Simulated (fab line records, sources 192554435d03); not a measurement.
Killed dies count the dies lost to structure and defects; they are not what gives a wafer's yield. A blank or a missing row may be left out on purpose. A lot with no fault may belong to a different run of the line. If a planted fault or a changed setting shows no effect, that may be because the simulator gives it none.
Matching of chambers || flow n5Finfet || 4 sister chambers for N5_BEOL_M10_ETCH_66 on rieDiel-06
The step etches SOC in N2/H2, target depth 120 nm, overetch 24 nm, time 180 s. 24 wafers are shown with their chamber, then 12 later ones without.

EACH WAFER AND ITS CHAMBER
{"wafer": "L074.1", "chamber": 0, "drypumpMotorCurrentA (A)": 5.9, "showerheadPlenumPTorr (Torr)": 2.46, "throttleValvePct (%)": 17.51}
{"wafer": "L074.4", "chamber": 2, "drypumpMotorCurrentA (A)": 5.5, "showerheadPlenumPTorr (Torr)": 2.57, "throttleValvePct (%)": 17.82}
{"wafer": "L074.6", "chamber": 3, "drypumpMotorCurrentA (A)": 5.1, "showerheadPlenumPTorr (Torr)": 2.64, "throttleValvePct (%)": 18.45}
{"wafer": "L075.2", "chamber": 1, "drypumpMotorCurrentA (A)": 5.6, "showerheadPlenumPTorr (Torr)": 2.59, "throttleValvePct (%)": 18.20}
{"wafer": "L075.4", "chamber": 2, "drypumpMotorCurrentA (A)": 5.5, "showerheadPlenumPTorr (Torr)": 2.57, "throttleValvePct (%)": 17.80}
{"wafer": "L075.5", "chamber": 3, "drypumpMotorCurrentA (A)": 5.2, "showerheadPlenumPTorr (Torr)": 2.64, "throttleValvePct (%)": 18.43}
{"wafer": "L082.1", "chamber": 1, "drypumpMotorCurrentA (A)": 5.6, "showerheadPlenumPTorr (Torr)": 2.59, "throttleValvePct (%)": 18.22}
{"wafer": "L082.2", "chamber": 3, "drypumpMotorCurrentA (A)": 5.1, "showerheadPlenumPTorr (Torr)": 2.64, "throttleValvePct (%)": 18.46}
{"wafer": "L082.3", "chamber": 0, "drypumpMotorCurrentA (A)": 5.9, "showerheadPlenumPTorr (Torr)": 2.45, "throttleValvePct (%)": 17.52}
{"wafer": "L082.4", "chamber": 2, "drypumpMotorCurrentA (A)": 5.5, "showerheadPlenumPTorr (Torr)": 2.56, "throttleValvePct (%)": 17.84}
{"wafer": "L082.5", "chamber": 1, "drypumpMotorCurrentA (A)": 5.6, "showerheadPlenumPTorr (Torr)": 2.59, "throttleValvePct (%)": 18.23}
{"wafer": "L082.6", "chamber": 2, "drypumpMotorCurrentA (A)": 5.5, "showerheadPlenumPTorr (Torr)": 2.56, "throttleValvePct (%)": 17.84}
{"wafer": "L084.1", "chamber": 0, "drypumpMotorCurrentA (A)": 5.9, "showerheadPlenumPTorr (Torr)": 2.45, "throttleValvePct (%)": 17.53}
{"wafer": "L084.3", "chamber": 3, "drypumpMotorCurrentA (A)": 5.1, "showerheadPlenumPTorr (Torr)": 2.63, "throttleValvePct (%)": 18.47}
{"wafer": "L084.5", "chamber": 0, "drypumpMotorCurrentA (A)": 5.9, "showerheadPlenumPTorr (Torr)": 2.45, "throttleValvePct (%)": 17.52}
{"wafer": "L089.1", "chamber": 0, "drypumpMotorCurrentA (A)": 5.9, "showerheadPlenumPTorr (Torr)": 2.45, "throttleValvePct (%)": 17.55}
{"wafer": "L089.4", "chamber": 1, "drypumpMotorCurrentA (A)": 5.7, "showerheadPlenumPTorr (Torr)": 2.59, "throttleValvePct (%)": 17.81}
{"wafer": "L089.6", "chamber": 1, "drypumpMotorCurrentA (A)": 5.7, "showerheadPlenumPTorr (Torr)": 2.59, "throttleValvePct (%)": 17.80}
{"wafer": "L090.1", "chamber": 2, "drypumpMotorCurrentA (A)": 5.5, "showerheadPlenumPTorr (Torr)": 2.55, "throttleValvePct (%)": 17.87}
{"wafer": "L090.5", "chamber": 1, "drypumpMotorCurrentA (A)": 5.7, "showerheadPlenumPTorr (Torr)": 2.59, "throttleValvePct (%)": 17.81}
{"wafer": "L090.6", "chamber": 2, "drypumpMotorCurrentA (A)": 5.5, "showerheadPlenumPTorr (Torr)": 2.55, "throttleValvePct (%)": 17.87}
{"wafer": "L091.1", "chamber": 1, "drypumpMotorCurrentA (A)": 5.6, "showerheadPlenumPTorr (Torr)": 2.58, "throttleValvePct (%)": 17.81}
{"wafer": "L091.2", "chamber": 3, "drypumpMotorCurrentA (A)": 5.1, "showerheadPlenumPTorr (Torr)": 2.63, "throttleValvePct (%)": 18.48}
{"wafer": "L091.4", "chamber": 0, "drypumpMotorCurrentA (A)": 5.9, "showerheadPlenumPTorr (Torr)": 2.44, "throttleValvePct (%)": 17.56}

SIGNATURES, as means of the wafers listed above
{"reading": "drypumpMotorCurrentA", "chamber 0": 5.900, "chamber 1": 5.643, "chamber 2": 5.500, "chamber 3": 5.120, "scatter within a chamber": 0.0355}
{"reading": "showerheadPlenumPTorr", "chamber 0": 2.4500, "chamber 1": 2.5886, "chamber 2": 2.5600, "chamber 3": 2.6360, "scatter within a chamber": 0.00635}
{"reading": "throttleValvePct", "chamber 0": 17.5317, "chamber 1": 17.9829, "chamber 2": 17.8400, "chamber 3": 18.4580, "scatter within a chamber": 0.121}
Rule: a wafer lies at a distance from a chamber equal to the root of the sum of squares, over the readings, of (its reading less the chamber's mean, divided by the reading's scatter). If the next closest chamber is less than 2 further off than the closest, the wafer can't be placed; otherwise it belongs to the closest. The scatter: take each reading less its chamber's mean, square it, sum over the shown wafers, divide by the number of wafers less the number of chambers, and take the root.

WAFERS WHOSE CHAMBER IS MISSING
{"wafer": "L093.1", "drypumpMotorCurrentA (A)": 5.1, "showerheadPlenumPTorr (Torr)": 2.63, "throttleValvePct (%)": 18.49}
{"wafer": "L093.2", "drypumpMotorCurrentA (A)": 5.6, "showerheadPlenumPTorr (Torr)": 2.58, "throttleValvePct (%)": 17.84}
{"wafer": "L093.3", "drypumpMotorCurrentA (A)": 5.5, "showerheadPlenumPTorr (Torr)": 2.55, "throttleValvePct (%)": 17.88}
{"wafer": "L093.4", "drypumpMotorCurrentA (A)": 5.9, "showerheadPlenumPTorr (Torr)": 2.44, "throttleValvePct (%)": 17.55}
{"wafer": "L093.5", "drypumpMotorCurrentA (A)": 5.6, "showerheadPlenumPTorr (Torr)": 2.58, "throttleValvePct (%)": 17.82}
{"wafer": "L093.6", "drypumpMotorCurrentA (A)": 5.9, "showerheadPlenumPTorr (Torr)": 2.44, "throttleValvePct (%)": 17.57}
{"wafer": "L076.2", "drypumpMotorCurrentA (A)": 5.2, "showerheadPlenumPTorr (Torr)": 2.62, "throttleValvePct (%)": 18.52}
{"wafer": "L076.3", "drypumpMotorCurrentA (A)": 5.5, "showerheadPlenumPTorr (Torr)": 2.55, "throttleValvePct (%)": 17.90}
{"wafer": "L076.5", "drypumpMotorCurrentA (A)": 5.5, "showerheadPlenumPTorr (Torr)": 2.55, "throttleValvePct (%)": 17.91}
{"wafer": "L095.1", "drypumpMotorCurrentA (A)": 5.1, "showerheadPlenumPTorr (Torr)": 2.62, "throttleValvePct (%)": 18.51}
{"wafer": "L095.3", "drypumpMotorCurrentA (A)": 5.9, "showerheadPlenumPTorr (Torr)": 2.44, "throttleValvePct (%)": 17.60}
{"wafer": "L095.6", "drypumpMotorCurrentA (A)": 5.5, "showerheadPlenumPTorr (Torr)": 2.55, "throttleValvePct (%)": 17.90}

THE CHAMBER EACH PASSED THROUGH
{"wafer": "L093.1", "from the rows above": 3, "in truth": 3}
{"wafer": "L093.2", "from the rows above": 1, "in truth": 1}
{"wafer": "L093.3", "from the rows above": 2, "in truth": 2}
{"wafer": "L093.4", "from the rows above": 0, "in truth": 0}
{"wafer": "L093.5", "from the rows above": "can't be placed: 1 or 2", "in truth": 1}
{"wafer": "L093.6", "from the rows above": 0, "in truth": 0}
{"wafer": "L076.2", "from the rows above": 3, "in truth": 3}
{"wafer": "L076.3", "from the rows above": 2, "in truth": 2}
{"wafer": "L076.5", "from the rows above": 2, "in truth": 2}
{"wafer": "L095.1", "from the rows above": 3, "in truth": 3}
{"wafer": "L095.3", "from the rows above": 0, "in truth": 0}
{"wafer": "L095.6", "from the rows above": 2, "in truth": 2}
Correct placement for 11 of the 12. Can't be placed from these rows: 1 (the true chamber is among the candidates in 1). Number placed wrongly: 0.
